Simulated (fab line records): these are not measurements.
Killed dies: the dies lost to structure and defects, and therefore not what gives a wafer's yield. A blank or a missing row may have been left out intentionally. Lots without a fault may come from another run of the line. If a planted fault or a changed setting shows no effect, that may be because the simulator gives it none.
Matching of chambers -- flow nand_harc -- NHARC_A_STAIRCASE_DESCUM_312 on rie_diel-12: 4 sister chambers
The step chemistry O2, time 3 s. 22 wafers are shown with their chamber, then 11 later ones without.

## WAFERS PAIRED WITH THEIR CHAMBERS
wafer,chamber,showerhead_plenum_p_Torr (Torr),drypump_motor_current_A (A),throttle_valve_pct (%)
L075.1,0,1.97,6.1,11.315
L075.2,2,1.86,5.4,11.298
L075.6,2,1.86,5.4,11.322
L077.1,0,1.97,6.1,11.303
L077.2,2,1.85,5.4,11.311
L077.4,1,1.82,5.7,11.304
L078.2,1,1.82,5.7,11.316
L078.5,0,1.97,6.0,11.317
L078.6,1,1.82,5.7,11.309
L080.2,3,1.94,5.6,11.292
L080.4,0,1.96,6.0,11.315
L080.6,2,1.85,5.4,11.320
L085.2,2,1.85,5.4,11.303
L085.3,3,1.93,5.7,11.306
L085.5,1,1.81,5.7,11.302
L086.2,3,1.93,5.6,11.287
L086.4,2,1.85,5.4,11.317
L086.5,2,1.85,5.4,11.315
L089.1,0,1.95,6.1,11.316
L089.5,2,1.84,5.4,11.300
L089.6,1,1.81,5.7,11.312
L091.4,2,1.84,5.4,11.312

SIGNATURES, as means of the wafers listed above
reading,chamber 0,chamber 1,chamber 2,chamber 3,scatter within a chamber
showerhead_plenum_p_Torr,1.9640,1.8160,1.8500,1.9333,0.0071
drypump_motor_current_A,6.060,5.700,5.400,5.633,0.0322
throttle_valve_pct,11.31320,11.30860,11.31089,11.29500,0.0077
Rule: distance of a wafer from a chamber = root of the sum over the readings of ((wafer's reading minus chamber's mean) / reading's scatter) squared. If the next closest chamber is less than 2 further off than the closest, the wafer can't be placed; otherwise it belongs to the closest. How the scatter is found: for the shown wafers, subtract from each reading the mean of its chamber, square and add these, divide the total by (wafers less chambers), then take the root.

## WAFERS WITH NO CHAMBER GIVEN
wafer,showerhead_plenum_p_Torr (Torr),drypump_motor_current_A (A),throttle_valve_pct (%)
L091.5,1.93,5.7,11.305
L091.6,1.84,5.4,11.312
L094.2,1.92,5.7,11.311
L094.3,1.80,5.7,11.316
L094.5,1.84,5.4,11.295
L096.1,1.80,5.7,11.299
L096.4,1.84,5.4,11.300
L096.6,1.95,6.0,11.308
L095.1,1.92,5.7,11.313
L095.4,1.80,5.8,11.311
L095.6,1.80,5.7,11.316

## THE CHAMBER EACH PASSED THROUGH
wafer,from the rows above,in truth
L091.5,3,3
L091.6,2,2
L094.2,3,3
L094.3,1,1
L094.5,2,2
L096.1,1,1
L096.4,2,2
L096.6,0,0
L095.1,3,3
L095.4,1,1
L095.6,1,1
11 of 11 placed correctly. Left unplaced by these rows: 0. Wrongly placed: 0.
